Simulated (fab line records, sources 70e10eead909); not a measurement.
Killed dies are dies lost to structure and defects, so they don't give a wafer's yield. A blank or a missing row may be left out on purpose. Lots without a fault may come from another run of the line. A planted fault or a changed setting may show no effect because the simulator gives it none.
Which tool did it? | flow nand_harc | 13 lots, 39 wafers sampled, at 5 steps of a route of 1302

WHAT THE GAUGES READ, wafer by wafer
NHARC_P_ZERO_WELL_CD_MEAS_52: target cd 2000 nm.
lot  | measured     | on        | cd_nm (nm)
L111 | day 2 01:38  | cd_sem-02 | 2002.6 2004.3 2002.6
L112 | day 2 13:37  | cd_sem-02 | 2001.0 2002.2 1998.4
L113 | day 2 21:58  | cd_sem-03 | 1998.7 1998.6 2000.4
L114 | day 3 07:38  | cd_sem-03 | 1999.3 2001.1 1998.1
L115 | day 3 17:38  | cd_sem-02 | 1997.0 1997.2 1998.0
L118 | day 4 23:53  | cd_sem-03 | 1999.0 1998.1 1997.2
L119 | day 5 09:52  | cd_sem-03 | 1998.4 1999.4 1996.6
L120 | day 5 19:36  | cd_sem-02 | 1998.2 1999.2 1999.9
L121 | day 6 05:44  | cd_sem-03 | 1999.0 1999.8 1998.9
L122 | day 6 19:02  | cd_sem-02 | 1999.1 2001.0 1999.6
L124 | day 7 11:50  | cd_sem-02 | 1997.8 1995.0 1995.7
L125 | day 7 21:44  | cd_sem-02 | 1999.2 1998.7 1998.0
L132 | day 10 19:54 | cd_sem-01 | 1998.2 1999.4 2000.7

NHARC_P_STI_CD_MEAS_09: target cd 200 nm.
lot  | measured     | on        | cd_nm (nm)
L111 | day 2 18:02  | cd_sem-02 | 199.7 199.6 201.4
L112 | day 3 08:37  | cd_sem-01 | 199.5 199.3 202.4
L113 | day 3 14:26  | cd_sem-01 | 196.7 197.2 197.5
L114 | day 4 00:41  | cd_sem-03 | 201.5 194.5 198.4
L115 | day 4 11:57  | cd_sem-03 | 198.9 201.5 200.6
L118 | day 5 16:50  | cd_sem-01 | 195.1 196.1 195.5
L119 | day 6 06:01  | cd_sem-01 | 200.9 195.7 194.4
L120 | day 6 12:21  | cd_sem-03 | 199.8 200.2 199.3
L121 | day 7 00:22  | cd_sem-03 | 200.4 199.0 197.4
L122 | day 7 13:40  | cd_sem-01 | 201.7 201.3 199.7
L124 | day 8 05:27  | cd_sem-03 | 199.8 202.2 201.2
L125 | day 8 16:31  | cd_sem-03 | 201.2 196.9 201.2
L132 | day 11 14:15 | cd_sem-02 | 198.9 200.4 198.7

NHARC_P_STI_INSPECT_11.
lot  | measured     | on                | raw_defect_count
L111 | day 2 18:10  | defect_inspect-02 | 8 7 5
L112 | day 3 08:45  | defect_inspect-01 | 6 5 9
L113 | day 3 14:33  | defect_inspect-02 | 11 5 5
L114 | day 4 00:49  | defect_inspect-01 | 3 2 2
L115 | day 4 12:04  | defect_inspect-01 | 2 3 1
L118 | day 5 16:58  | defect_inspect-01 | 4 5 3
L119 | day 6 06:08  | defect_inspect-02 | 3 6 3
L120 | day 6 12:28  | defect_inspect-01 | 7 4 10
L121 | day 7 00:29  | defect_inspect-02 | 4 5 10
L122 | day 7 13:47  | defect_inspect-02 | 5 3 9
L124 | day 8 05:34  | defect_inspect-01 | 5 0 5
L125 | day 8 16:39  | defect_inspect-02 | 15 9 12
L132 | day 11 14:22 | defect_inspect-02 | 7 7 4

NHARC_P_STI_OCD_MEAS_17.
lot  | measured     | on     | trench_depth_nm (nm) | trench_foot_cd_nm (nm)
L111 | day 2 18:51  | ocd-01 | 302 296 297          | 157.4 158.5 160.3
L112 | day 3 09:25  | ocd-02 | 303 300 301          | 157.1 157.4 160.5
L113 | day 3 15:13  | ocd-02 | 301 297 299          | 154.7 155.5 156.0
L114 | day 4 01:28  | ocd-02 | 297 298 305          | 159.9 153.1 155.9
L115 | day 4 12:44  | ocd-02 | 298 302 302          | 157.7 159.1 158.1
L118 | day 5 17:37  | ocd-01 | 295 298 293          | 154.4 153.8 155.4
L119 | day 6 06:48  | ocd-02 | 301 301 299          | 159.1 153.3 153.0
L120 | day 6 13:08  | ocd-02 | 307 300 306          | 156.9 158.4 156.1
L121 | day 7 01:09  | ocd-01 | 303 295 301          | 157.6 157.9 155.5
L122 | day 7 14:29  | ocd-01 | 292 299 300          | 160.6 159.6 157.2
L124 | day 8 06:14  | ocd-02 | 303 309 296          | 158.0 158.9 160.2
L125 | day 8 17:19  | ocd-02 | 293 305 294          | 160.6 154.5 160.4
L132 | day 11 15:03 | ocd-02 | 258 296 297          | 162.9 159.0 157.9

WHICH TOOL RAN EACH LOT (tool, then ch and the chambers of the sampled wafers, then the start)
lot  | NHARC_P_STI_ETCH_15
L111 | rie_si-06 ch 1,2, day 2 18:34
L112 | rie_si-06 ch 0,2, day 3 09:10
L113 | rie_si-05 ch 0,1,2, day 3 14:58
L114 | rie_si-03 ch 0,2,3, day 4 01:13
L115 | rie_si-06 ch 1,2,3, day 4 12:29
L118 | rie_si-03 ch 0,1,3, day 5 17:25
L119 | rie_si-05 ch 0,1, day 6 06:34
L120 | rie_si-03 ch 2,3, day 6 12:53
L121 | rie_si-05 ch 0,1, day 7 00:54
L122 | rie_si-06 ch 1,3, day 7 14:14
L124 | rie_si-06 ch 0,1,3, day 8 06:01
L125 | rie_si-03 ch 1,2, day 8 17:04
L132 | rie_si-05 ch 0,1,2, day 11 14:49
- NHARC_P_STI_ETCH_15: etches the open film in HBr/Cl2, target depth 300 nm, time 100.1 s.

WHAT THE TOOLS THEMSELVES READ (means of the sampled wafers that have a number; where no wafer has one, the mark that the record gives instead)
NHARC_P_STI_ETCH_15.
lot  | tool      | drypump_motor_current_A (A) | oes_product_au (a.u.) | throttle_valve_pct (%)
L111 | rie_si-06 | 5.4                         | 0.999                 | 26.400
L112 | rie_si-06 | 5.8                         | 1.001                 | 26.408
L113 | rie_si-05 | 5.6                         | 0.998                 | 26.401
L114 | rie_si-03 | 6.2                         | 0.996                 | 26.405
L115 | rie_si-06 | 5.4                         | 1.001                 | 26.405
L118 | rie_si-03 | 5.7                         | 0.987                 | 26.409
L119 | rie_si-05 | 5.5                         | 0.998                 | 26.402
L120 | rie_si-03 | 6.3                         | 1.011                 | 26.411
L121 | rie_si-05 | 5.4                         | 1.003                 | 26.411
L122 | rie_si-06 | 5.3                         | 0.993                 | 26.404
L124 | rie_si-06 | 5.6                         | 1.007                 | 26.408
L125 | rie_si-03 | 5.6                         | 0.995                 | 26.406
L132 | rie_si-05 | 5.6                         | 0.962                 | 26.408

THE ANSWER, worked out from the rows above alone
Rule: what is usual is taken from the lots themselves. Put in order of their means at a reading, lots are off if they are a third of the lots or fewer, leave a main group of 4 or more, and stand apart from it by a gap of 3 or more times the standard deviation of the main group's means; of several such gaps the widest counts. A main group whose means are all the same, to the digits that the tables above print for the reading, isn't used. A lot without any number at a reading at which 4 lots or more have one is off too. The other lots that the step has rows for count as sound. The gauges are gone through in route order, then the tools' own readings, and for those a lot's mean is taken as printed above. The first step at which some lot is off is used, and at that step the reading that is off furthest; a lot without a number counts as furthest.
Off: L132, at NHARC_P_STI_OCD_MEAS_17 (trench_depth_nm). The main group: mean 300 nm, standard deviation 2.4.
A tool fits if, at a process step before that reading, it ran every lot that is off, and no sound lot after the first of them. The gauges at NHARC_P_STI_OCD_MEAS_17 aren't tried: what is off there is off at NHARC_P_STI_ETCH_15 too, on other tools, and a gauge's error can't cause that. One fits: rie_si-05 at NHARC_P_STI_ETCH_15. Its last sound lot is L121 (day 7 00:54), its first lot that is off L132 (day 11 14:49): a fault that began between those two fits.
The tool's own readings at NHARC_P_STI_ETCH_15 bear it out: on the lots that are off they differ by more than 5 times the standard deviation of the sound lots' means. oes_product_au reads 0.962 a.u. there against 0.999 a.u. on the sound lots.

WHAT THE SIMULATOR HAD PUT IN
Process parameter drift: rie_si-05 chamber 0, from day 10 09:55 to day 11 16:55, at NHARC_P_STI_ETCH_15. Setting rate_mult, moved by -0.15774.
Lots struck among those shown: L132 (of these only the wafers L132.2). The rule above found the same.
